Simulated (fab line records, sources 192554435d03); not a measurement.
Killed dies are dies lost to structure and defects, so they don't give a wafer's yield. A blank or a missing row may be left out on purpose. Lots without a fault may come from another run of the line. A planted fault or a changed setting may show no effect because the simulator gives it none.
Which tool did it? | flow n5_finfet | 24 lots, 72 wafers sampled, at 5 steps of a route of 1938

WHAT THE GAUGES READ, wafer by wafer
N5_BEOL_M0_SAQP_INSPECT_16: inspects for defects (brightfield). Usual: raw_defect_count 500, standard deviation 140.
lot  | measured     | on                | raw_defect_count | flag
L074 | day 6 17:10  | defect_inspect-01 | 940 668 659      |
L075 | day 6 17:45  | defect_inspect-01 | 498 356 463      |
L076 | day 6 17:55  | defect_inspect-02 | 578 373 453      |
L078 | day 6 17:59  | defect_inspect-01 | 423 419 377      |
L077 | day 6 18:04  | defect_inspect-01 | 565 795 577      |
L079 | day 6 19:55  | defect_inspect-02 | 822 491 500      |
L080 | day 7 00:38  | defect_inspect-01 | 311 515 482      |
L081 | day 7 08:14  | defect_inspect-01 | 324 239 483      |
L082 | day 7 16:34  | defect_inspect-01 | 333 371 400      |
L083 | day 7 22:00  | defect_inspect-02 | 405 529 527      |
L084 | day 8 11:25  | defect_inspect-01 | 432 437 539      |
L085 | day 8 16:55  | defect_inspect-01 | 481 430 551      |
L086 | day 8 20:33  | defect_inspect-02 | 499 511 388      |
L087 | day 8 23:55  | defect_inspect-02 | 581 440 653      |
L088 | day 9 09:27  | defect_inspect-02 | 474 403 611      |
L089 | day 9 14:25  | defect_inspect-01 | 585 502 450      |
L090 | day 9 16:59  | defect_inspect-02 | 602 387 503      |
L092 | day 9 20:20  | defect_inspect-01 | 299 395 295      |
L091 | day 9 23:46  | defect_inspect-01 | 539 397 432      |
L093 | day 10 10:49 | defect_inspect-01 | 520 568 484      |
L094 | day 10 16:34 | defect_inspect-02 | 680 496 501      |
L095 | day 10 19:16 | defect_inspect-01 | 550 696 708      |
L096 | day 10 23:53 | defect_inspect-01 | 455 478 468      |
L097 | day 11 07:52 | defect_inspect-01 | 436 523 279      |

N5_BEOL_M0_SAQP_OVL_MEAS_41. Usual: M0_CUT1_OVL 0.2 nm, standard deviation 0.6.
lot  | measured     | on         | M0_CUT1_OVL (nm) | flag
L074 | day 6 22:25  | overlay-01 | 0.1 0.4 0.4      |
L075 | day 6 23:20  | overlay-02 | 0.7 0.9 0.5      |
L076 | day 7 00:02  | overlay-01 | 0.8 0.6 0.2      |
L078 | day 7 00:18  | overlay-02 | 0.2 0.7 1.0      |
L077 | day 7 00:24  | overlay-02 | 0.0 1.0 0.6      |
L079 | day 7 03:17  | overlay-02 | -0.7 -0.1 -0.8   |
L080 | day 7 05:16  | overlay-01 | -0.3 0.1 0.4     |
L081 | day 7 12:46  | overlay-02 | 0.5 0.9 1.0      |
L082 | day 7 21:28  | overlay-02 | 0.0 0.3 -0.2     |
L083 | day 8 01:59  | overlay-02 | 0.6 0.9 0.3      |
L084 | day 8 16:15  | overlay-02 | 0.8 0.4 0.2      |
L085 | day 8 21:25  | overlay-01 | -0.5 -0.2 -0.6   |
L086 | day 9 00:53  | overlay-01 | -0.3 -0.5 -0.1   |
L087 | day 9 06:21  | overlay-02 | 0.7 0.1 -0.1     |
L088 | day 9 13:22  | overlay-02 | -0.1 0.6 -0.1    |
L089 | day 9 18:47  | overlay-01 | 0.6 0.1 0.9      |
L090 | day 9 20:47  | overlay-01 | -0.3 -0.4 0.1    |
L092 | day 10 00:33 | overlay-01 | 2.0 0.4 0.6      |
L091 | day 10 03:28 | overlay-01 | -1.8 -0.3 -1.4   |
L093 | day 10 14:33 | overlay-01 | -0.1 0.6 -0.1    |
L094 | day 10 20:49 | overlay-02 | -0.2 0.7 1.2     |
L095 | day 11 02:34 | overlay-02 | -0.1 1.3 0.0     |
L096 | day 11 03:43 | overlay-02 | 0.0 0.9 0.1      |
L097 | day 11 11:38 | overlay-02 | -0.6 -0.7 -0.5   |

N5_BEOL_M0_OCD_MEAS_108. Usual: trench_depth_nm 32.5 nm, standard deviation 0.9.
lot  | measured     | on     | trench_depth_nm (nm) | flag
L074 | day 7 01:56  | ocd-01 | 34.3 31.4 33.8       |
L075 | day 7 02:27  | ocd-01 | 31.8 33.6 31.5       |
L076 | day 7 04:13  | ocd-01 | 32.4 31.3 31.8       |
L078 | day 7 04:20  | ocd-02 | 32.5 32.9 32.7       |
L077 | day 7 05:57  | ocd-01 | 33.9 33.8 31.8       |
L079 | day 7 08:47  | ocd-01 | 32.6 31.4 32.1       |
L080 | day 7 08:29  | ocd-02 | 33.7 33.5 34.1       |
L081 | day 7 17:18  | ocd-01 | 32.2 31.3 31.4       |
L082 | day 8 01:53  | ocd-02 | 31.9 32.7 32.2       |
L083 | day 8 04:26  | ocd-02 | 33.2 31.8 32.1       |
L084 | day 8 19:59  | ocd-01 | 33.8 31.9 33.8       |
L085 | day 9 00:10  | ocd-02 | 32.4 32.1 31.8       |
L086 | day 9 05:07  | ocd-02 | 31.7 31.7 31.8       |
L087 | day 9 15:53  | ocd-02 | 33.0 34.2 32.9       |
L088 | day 9 15:38  | ocd-01 | 32.4 32.7 33.4       |
L089 | day 9 22:12  | ocd-01 | 31.8 33.8 33.4       |
L090 | day 10 02:53 | ocd-02 | 31.2 32.6 33.8       |
L092 | day 10 02:50 | ocd-01 | 31.5 31.7 31.2       |
L091 | day 10 06:12 | ocd-01 | 31.3 31.2 32.5       |
L093 | day 10 18:51 | ocd-01 | 30.9 32.0 33.3       |
L094 | day 11 01:55 | ocd-02 | 31.9 33.3 31.6       |
L095 | day 11 09:14 | ocd-02 | 33.8 31.8 31.3       |
L096 | day 11 09:10 | ocd-02 | 31.5 32.6 31.7       |
L097 | day 11 16:14 | ocd-02 | 31.7 32.8 32.5       |

WHICH TOOL RAN EACH LOT (tool, then ch and the chambers of the sampled wafers, then the start)
lot  | N5_BEOL_M0_HM_OPEN_105            | N5_BEOL_M0_ETCH_128
L074 | rie_metal-03 ch 0,1, day 7 01:28  | rie_diel-01 ch 0,2,3, day 7 01:47
L075 | rie_metal-02 ch 0,1, day 7 01:59  | rie_diel-01 ch 1,2, day 7 02:18
L076 | rie_metal-01 ch 0, day 7 02:55    | rie_diel-06 ch 1,2,3, day 7 04:04
L078 | rie_metal-03 ch 0,1, day 7 03:11  | rie_diel-03 ch 0,2,3, day 7 04:11
L077 | rie_metal-03 ch 0,1, day 7 04:13  | rie_diel-01 ch 1,2,3, day 7 05:48
L079 | rie_metal-01 ch 0, day 7 08:15    | rie_diel-06 ch 1,2,3, day 7 08:38
L080 | rie_metal-01 ch 0, day 7 07:46    | rie_diel-01 ch 2,3, day 7 08:20
L081 | rie_metal-02 ch 0,1, day 7 16:50  | rie_diel-06 ch 1,2,3, day 7 17:10
L082 | rie_metal-03 ch 0,1, day 8 01:09  | rie_diel-03 ch 0,1, day 8 01:44
L083 | rie_metal-03 ch 0,1, day 8 03:51  | rie_diel-06 ch 0,1,2, day 8 04:16
L084 | rie_metal-01 ch 0, day 8 19:22    | rie_diel-01 ch 1,2,3, day 8 19:50
L085 | rie_metal-03 ch 0,1, day 8 23:32  | rie_diel-03 ch 0,1,2, day 9 00:02
L086 | rie_metal-03 ch 0,1, day 9 04:31  | rie_diel-06 ch 1,2, day 9 04:58
L087 | rie_metal-01 ch 0, day 9 15:01    | rie_diel-01 ch 1,3, day 9 15:44
L088 | rie_metal-03 ch 0,1, day 9 15:08  | rie_diel-03 ch 1,3, day 9 15:30
L089 | rie_metal-02 ch 0,1, day 9 21:37  | rie_diel-01 ch 0,3, day 9 22:03
L090 | rie_metal-01 ch 0, day 10 02:17   | rie_diel-01 ch 0,1,2, day 10 02:44
L092 | rie_metal-03 ch 0,1, day 10 02:22 | rie_diel-06 ch 2,3, day 10 02:41
L091 | rie_metal-03 ch 0,1, day 10 05:37 | rie_diel-06 ch 2,3, day 10 06:03
L093 | rie_metal-03 ch 1, day 10 17:59   | rie_diel-06 ch 0,2,3, day 10 18:42
L094 | rie_metal-01 ch 0, day 11 01:02   | rie_diel-01 ch 0,1,3, day 11 01:46
L095 | rie_metal-03 ch 0,1, day 11 08:41 | rie_diel-01 ch 0,1,3, day 11 09:05
L096 | rie_metal-02 ch 0,1, day 11 08:43 | rie_diel-03 ch 2,3, day 11 09:01
L097 | rie_metal-01 ch 0, day 11 15:25   | rie_diel-03 ch 1,2, day 11 16:05
- N5_BEOL_M0_HM_OPEN_105: chemistry Cl2/BCl3, target TiN, target depth 12 nm.
- N5_BEOL_M0_ETCH_128: etches SiCN in CF4/N2, target depth 12 nm, overetch 5.1 nm, time 21.4 s.

WHAT THE TOOLS THEMSELVES READ (means of the sampled wafers that have a number; where no wafer has one, the mark that the record gives instead)
N5_BEOL_M0_HM_OPEN_105. Usual: bias_w 126.0 W, standard deviation 0.34; chamber_pressure_mTorr 10.000 mTorr, standard deviation 0.0091; drypump_motor_current_A 5.5 A, standard deviation 0.33; oes_product_au 0.75 a.u., standard deviation 0.14; throttle_valve_pct 21.91 %, standard deviation 0.25.
lot  | tool         | bias_w (W) | chamber_pressure_mTorr (mTorr) | drypump_motor_current_A (A) | oes_product_au (a.u.) | throttle_valve_pct (%) | flag
L074 | rie_metal-03 | 125.8      | 9.998                          | 5.6                         | 0.88                  | 21.71                  |
L075 | rie_metal-02 | 126.1      | 9.995                          | 5.9                         | 0.89                  | 21.74                  |
L076 | rie_metal-01 | 126.1      | 9.996                          | 5.0                         | 0.59                  | 22.23                  |
L078 | rie_metal-03 | 125.8      | 10.005                         | 5.7                         | 0.88                  | 21.71                  |
L077 | rie_metal-03 | 126.2      | 10.005                         | 5.6                         | 0.89                  | 21.69                  |
L079 | rie_metal-01 | 125.8      | 10.001                         | 5.1                         | 0.59                  | 22.22                  |
L080 | rie_metal-01 | 125.7      | 9.992                          | 5.0                         | 0.59                  | 22.22                  |
L081 | rie_metal-02 | 126.3      | 10.001                         | 5.9                         | 0.87                  | 21.74                  |
L082 | rie_metal-03 | 126.0      | 9.992                          | 5.7                         | 0.81                  | 21.78                  |
L083 | rie_metal-03 | 125.7      | 10.002                         | 5.7                         | 0.81                  | 21.78                  |
L084 | rie_metal-01 | 125.9      | 10.000                         | 5.0                         | 0.58                  | 22.24                  |
L085 | rie_metal-03 | 125.8      | 9.999                          | 5.6                         | 0.86                  | 21.72                  |
L086 | rie_metal-03 | 125.7      | 10.007                         | 5.7                         | 0.80                  | 21.79                  |
L087 | rie_metal-01 | 126.4      | 9.999                          | 5.1                         | 0.58                  | 22.25                  |
L088 | rie_metal-03 | 126.1      | 10.004                         | 5.7                         | 0.81                  | 21.76                  |
L089 | rie_metal-02 | 126.0      | 10.004                         | 5.9                         | 0.86                  | 21.74                  |
L090 | rie_metal-01 | 126.2      | 9.999                          | 5.0                         | 0.58                  | 22.25                  |
L092 | rie_metal-03 | 126.3      | 10.006                         | 5.6                         | 0.80                  | 21.77                  |
L091 | rie_metal-03 | 126.0      | 9.998                          | 5.7                         | 0.79                  | 21.78                  |
L093 | rie_metal-03 | 125.9      | 10.017                         | 5.7                         | 0.75                  | 21.82                  |
L094 | rie_metal-01 | 126.0      | 9.998                          | 5.0                         | 0.57                  | 22.26                  |
L095 | rie_metal-03 | 126.2      | 10.000                         | 5.6                         | 0.85                  | 21.73                  |
L096 | rie_metal-02 | 126.2      | 9.996                          | 5.9                         | 0.85                  | 21.74                  |
L097 | rie_metal-01 | 126.0      | 10.009                         | 5.0                         | 0.56                  | 22.27                  |

N5_BEOL_M0_ETCH_128. Usual: bias_w 70.02 W, standard deviation 0.21; chamber_pressure_mTorr 40.00 mTorr, standard deviation 0.037; drypump_motor_current_A 5.9 A, standard deviation 0.42; oes_product_au 0.54 a.u., standard deviation 0.055; rf_vpp_V 382.5 V, standard deviation 1.5; showerhead_plenum_p_Torr 2.22 Torr, standard deviation 0.062; throttle_valve_pct 15.51 %, standard deviation 0.19.
lot  | tool        | bias_w (W) | chamber_pressure_mTorr (mTorr) | drypump_motor_current_A (A) | oes_product_au (a.u.) | rf_vpp_V (V) | showerhead_plenum_p_Torr (Torr) | throttle_valve_pct (%) | flag
L074 | rie_diel-01 | 70.21      | 40.01                          | 6.3                         | 0.55                  | 383.3        | 2.25                            | 15.55                  |
L075 | rie_diel-01 | 70.05      | 40.05                          | 6.1                         | 0.54                  | 381.3        | 2.16                            | 15.42                  |
L076 | rie_diel-06 | 69.97      | 40.01                          | 5.7                         | 0.54                  | 383.0        | 2.24                            | 15.50                  |
L078 | rie_diel-03 | 70.00      | 40.02                          | 5.9                         | 0.53                  | 381.4        | 2.18                            | 15.32                  |
L077 | rie_diel-01 | 70.22      | 39.98                          | 6.1                         | 0.54                  | 381.7        | 2.18                            | 15.53                  |
L079 | rie_diel-06 | 70.20      | 40.02                          | 5.7                         | 0.53                  | 383.1        | 2.24                            | 15.49                  |
L080 | rie_diel-01 | 69.76      | 39.99                          | 6.2                         | 0.53                  | 382.2        | 2.20                            | 15.65                  |
L081 | rie_diel-06 | 69.83      | 40.04                          | 5.7                         | 0.54                  | 383.9        | 2.24                            | 15.51                  |
L082 | rie_diel-03 | 69.99      | 40.00                          | 5.7                         | 0.56                  | 383.8        | 2.23                            | 15.66                  |
L083 | rie_diel-06 | 70.01      | 39.98                          | 5.9                         | 0.54                  | 383.5        | 2.26                            | 15.55                  |
L084 | rie_diel-01 | 70.01      | 39.99                          | 6.1                         | 0.52                  | 381.0        | 2.17                            | 15.57                  |
L085 | rie_diel-03 | 70.09      | 39.99                          | 5.7                         | 0.50                  | 382.0        | 2.21                            | 15.55                  |
L086 | rie_diel-06 | 69.92      | 40.02                          | 6.1                         | 0.49                  | 383.0        | 2.24                            | 15.65                  |
L087 | rie_diel-01 | 69.96      | 40.02                          | 6.0                         | 0.49                  | 380.3        | 2.12                            | 15.58                  |
L088 | rie_diel-03 | 70.17      | 40.00                          | 6.0                         | 0.56                  | 381.9        | 2.17                            | 15.27                  |
L089 | rie_diel-01 | 70.13      | 39.96                          | 6.2                         | 0.49                  | 382.1        | 2.21                            | 15.71                  |
L090 | rie_diel-01 | 70.08      | 40.02                          | 6.2                         | 0.55                  | 383.5        | 2.21                            | 15.49                  |
L092 | rie_diel-06 | 70.22      | 40.01                          | 5.4                         | 0.53                  | 382.5        | 2.21                            | 15.42                  |
L091 | rie_diel-06 | 69.75      | 40.00                          | 5.3                         | 0.58                  | 383.5        | 2.23                            | 15.42                  |
L093 | rie_diel-06 | 69.97      | 40.01                          | 5.5                         | 0.53                  | 382.6        | 2.25                            | 15.47                  |
L094 | rie_diel-01 | 70.21      | 40.02                          | 6.2                         | 0.50                  | 382.1        | 2.19                            | 15.62                  |
L095 | rie_diel-01 | 70.12      | 40.02                          | 6.2                         | 0.49                  | 380.9        | 2.19                            | 15.62                  |
L096 | rie_diel-03 | 69.98      | 40.01                          | 5.7                         | 0.50                  | 381.2        | 2.17                            | 15.24                  |
L097 | rie_diel-03 | 70.04      | 40.04                          | 5.4                         | 0.50                  | 382.4        | 2.20                            | 15.45                  |

THE ANSWER, worked out from the rows above alone
Rule: a lot is off if the mean of its wafers that have a number lies more than 3 standard deviations from the usual mean. A lot without any number at a reading at which 4 lots or more have one is off too. The other lots that the step has rows for count as sound. The gauges are gone through in route order, then the tools' own readings, and for those a lot's mean is taken as printed above. The first step at which some lot is off is used, and at that step the reading that is off furthest; a lot without a number counts as furthest.
No lot is off at any reading shown: from this, nothing can be told.

WHAT THE SIMULATOR HAD PUT IN
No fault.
